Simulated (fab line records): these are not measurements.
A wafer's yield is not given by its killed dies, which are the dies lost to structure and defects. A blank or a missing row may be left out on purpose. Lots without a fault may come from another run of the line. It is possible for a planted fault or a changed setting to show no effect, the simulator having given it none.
Which tool is to blame?    flow n5-finfet    11 lots, 33 wafers sampled, at 2 steps of a route of 1938

## WHAT THE GAUGES READ, wafer by wafer
N5_MIM_TOP_LITHO_OVL_MEAS_11. Usual: MIM_TOP_OVL gives 1 nm (standard deviation 5.3).
lot   measured      on          MIM_TOP_OVL (nm)  flag
L699  day 11 19:44  overlay-02  -4 -1 -5          
L700  day 12 02:00  overlay-01  -1 2 8            
L702  day 13 03:44  overlay-01  1 0 5             
L703  day 13 00:43  overlay-02  1 -1 3            
L705  day 13 15:44  overlay-02  0 0 7             
L706  day 13 18:21  overlay-02  12 14 8           
L708  day 14 02:48  overlay-02  2 4 11            
L710  day 15 03:22  overlay-01  -1 -1 4           
L714  day 16 13:45  overlay-01  -3 -3 -3          
L718  day 17 01:46  overlay-01  -6 -3 -2          
L719  day 17 00:44  overlay-01  -8 -5 -1          

## WHAT TOOL EACH LOT RAN ON (gives the tool, then ch and the chambers of the sampled wafers, and finally the start)
lot   N5_MOL_CONTACT_COAG_STRIP_98
L699  rie-diel-06 ch 0,1,3, day 4 16:23
L700  rie-diel-05 ch 0,1,3, day 4 22:07
L702  rie-diel-01 ch 1,2,3, day 5 09:31
L703  rie-diel-06 ch 0,3, day 5 14:31
L705  rie-diel-05 ch 1,2, day 6 09:01
L706  rie-diel-06 ch 1,2, day 6 09:29
L708  rie-diel-01 ch 0,2,3, day 6 23:38
L710  rie-diel-06 ch 0,1,3, day 7 11:56
L714  rie-diel-01 ch 0,1,3, day 8 13:18
L718  rie-diel-06 ch 0,1,2, day 9 12:11
L719  rie-diel-06 ch 0,1,3, day 9 17:15
- N5_MOL_CONTACT_COAG_STRIP_98: strips in N2/H2.

## WHAT THE TOOLS THEMSELVES READ (means of the sampled wafers that have a number; where no wafer has one, the mark that the record gives instead)
N5_MOL_CONTACT_COAG_STRIP_98. Usual: chamber-pressure-mTorr 50.00 mTorr, standard deviation 0.082; drypump-motor-current-A 5.6 A, standard deviation 0.55; n2-flow-sccm 300.1 sccm, standard deviation 0.85; oes-product-au 0.77 a.u., standard deviation 0.071; rf-vpp-V 54.1 V, standard deviation 1.5; showerhead-plenum-p-Torr 3.40 Torr, standard deviation 0.096; throttle-valve-pct 18.84 %, standard deviation 0.29.
lot   tool         chamber-pressure-mTorr (mTorr)  drypump-motor-current-A (A)  n2-flow-sccm (sccm)  oes-product-au (a.u.)  rf-vpp-V (V)  showerhead-plenum-p-Torr (Torr)  throttle-valve-pct (%)  flag
L699  rie-diel-06  49.96                           5.3                          300.0                0.81                   54.0          3.34                             18.67                   
L700  rie-diel-05  50.04                           6.0                          300.3                0.82                   55.0          3.47                             18.91                   
L702  rie-diel-01  50.04                           5.8                          300.2                0.73                   54.9          3.42                             19.15                   
L703  rie-diel-06  49.91                           5.5                          300.6                0.81                   53.8          3.35                             18.90                   
L705  rie-diel-05  50.01                           5.4                          299.7                0.74                   55.6          3.50                             19.06                   
L706  rie-diel-06  50.00                           5.7                          300.8                0.74                   54.2          3.39                             18.45                   
L708  rie-diel-01  50.03                           5.5                          299.1                0.78                   54.4          3.40                             18.94                   
L710  rie-diel-06  50.03                           5.3                          300.1                0.79                   52.9          3.33                             18.71                   
L714  rie-diel-01  49.96                           5.4                          300.4                0.83                   54.0          3.33                             18.81                   
L718  rie-diel-06  50.09                           5.5                          300.2                0.76                   53.1          3.35                             18.59                   
L719  rie-diel-06  49.95                           5.3                          300.5                0.77                   52.9          3.32                             18.72                   

## THE ANSWER, worked out from the rows above alone
Rule: a lot counts as off when the mean over its wafers that have a number is more than 3 standard deviations away from the usual mean. Also off: a lot with no number at a reading for which 4 or more lots have one. Where the step has rows for the other lots, those lots are counted as sound. The gauges are gone through in route order, then the tools' own readings, and for those a lot's mean is taken as printed above. The first step at which some lot is off is used, and at that step the reading that is off furthest; a lot without a number counts as furthest.
No lot is off at any reading shown: from this, nothing can be told.

## WHAT THE SIMULATOR HAD INSERTED
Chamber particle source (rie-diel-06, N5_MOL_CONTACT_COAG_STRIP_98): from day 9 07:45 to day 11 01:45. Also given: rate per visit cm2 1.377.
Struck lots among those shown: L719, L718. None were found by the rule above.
